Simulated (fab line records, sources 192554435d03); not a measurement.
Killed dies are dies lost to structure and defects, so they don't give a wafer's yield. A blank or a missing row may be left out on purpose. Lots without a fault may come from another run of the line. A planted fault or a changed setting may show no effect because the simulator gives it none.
Chamber matching | flow n5_finfet | N5_SD_EPI_P_DESCUM_14 on rie_diel-06: 4 sister chambers
The step chemistry O2, time 7.9 s. 4 wafers are shown with their chamber, then 8 later ones without.

WAFERS WITH THEIR CHAMBER
wafer  | chamber | showerhead_plenum_p_Torr (Torr)
L082.3 | 1       | 1.95
L088.1 | 2       | 2.18
L088.4 | 0       | 2.07
L092.2 | 3       | 1.98

WAFERS WITHOUT THEIR CHAMBER
wafer  | showerhead_plenum_p_Torr (Torr)
L092.3 | 1.94
L092.5 | 1.98
L095.1 | 1.94
L095.2 | 1.97
L095.3 | 2.06
L097.1 | 1.94
L097.3 | 1.97
L097.5 | 2.17

WHICH CHAMBER EACH WENT THROUGH
wafer  | from the rows above     | in truth
L092.3 | 1                       | 1
L092.5 | 3                       | 3
L095.1 | 1                       | 1
L095.2 | can't be placed: 3 or 1 | 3
L095.3 | 0                       | 0
L097.1 | 1                       | 1
L097.3 | can't be placed: 3 or 1 | 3
L097.5 | 2                       | 2
Placed correctly: 6 of 8. Can't be placed from these rows: 2 (the true chamber is among the candidates in 2). Placed wrongly: 0.
How it was worked out, from the rows above alone: a wafer's distance from a chamber is the root of the sum, over the readings, of the square of ((its reading less the chamber's mean) divided by the reading's scatter). The wafer belongs to the nearest chamber; if the next one is less than 2 further off, it can't be placed. A chamber's mean is the mean of its shown wafers. The scatter: with one shown wafer a chamber, the root of the mean of the squares of how far each hidden wafer lies from its nearest shown one.
